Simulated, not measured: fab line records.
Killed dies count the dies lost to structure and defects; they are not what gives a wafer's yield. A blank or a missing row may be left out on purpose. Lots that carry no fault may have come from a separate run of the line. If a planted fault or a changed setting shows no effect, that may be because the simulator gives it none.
Chamber matching | flow nand-harc | NHARC_P_GATE_ETCH_104 on rie-diel-01 has 4 sister chambers
The step etches the open film in CF4/CHF3, target depth 60 nm. 8 wafers are shown with their chamber, then 11 later ones without.

== WAFERS WITH THEIR CHAMBER ==
wafer  | chamber | showerhead-plenum-p-Torr (Torr) | drypump-motor-current-A (A)
L083.5 | 3       | 1.65                            | 5.2
L084.6 | 0       | 1.61                            | 5.8
L087.4 | 3       | 1.65                            | 5.2
L087.6 | 2       | 1.52                            | 5.3
L089.1 | 2       | 1.52                            | 5.2
L089.3 | 1       | 1.51                            | 6.2
L089.6 | 0       | 1.60                            | 5.8
L088.1 | 1       | 1.51                            | 6.2

== WAFERS WITHOUT THEIR CHAMBER ==
wafer  | showerhead-plenum-p-Torr (Torr) | drypump-motor-current-A (A)
L088.2 | 1.65                            | 5.3
L088.5 | 1.52                            | 5.3
L091.1 | 1.65                            | 5.2
L091.2 | 1.51                            | 6.2
L091.3 | 1.61                            | 5.9
L090.2 | 1.51                            | 6.2
L090.3 | 1.52                            | 5.2
L090.6 | 1.52                            | 5.3
L093.2 | 1.65                            | 5.3
L093.3 | 1.52                            | 5.2
L093.6 | 1.51                            | 6.2

== THE CHAMBER EACH PASSED THROUGH ==
wafer  | from the rows above | in truth
L088.2 | 3                   | 3
L088.5 | 2                   | 2
L091.1 | 3                   | 3
L091.2 | 1                   | 1
L091.3 | 0                   | 0
L090.2 | 1                   | 1
L090.3 | 2                   | 2
L090.6 | 2                   | 2
L093.2 | 3                   | 3
L093.3 | 2                   | 2
L093.6 | 1                   | 1
11 of 11 placed correctly. Can't be placed from these rows: 0. Number placed wrongly: 0.
How it was worked out, from the rows above alone: a wafer's distance from a chamber is the root of the sum, over the readings, of the square of ((its reading less the chamber's mean) divided by the reading's scatter). The wafer belongs to the nearest chamber; if the next one is less than 2 further off, it can't be placed. For every chamber, the mean is computed from those of its wafers that are shown. How the scatter is found: for the shown wafers, subtract from each reading the mean of its chamber, square and add these, divide the total by (wafers less chambers), then take the root.
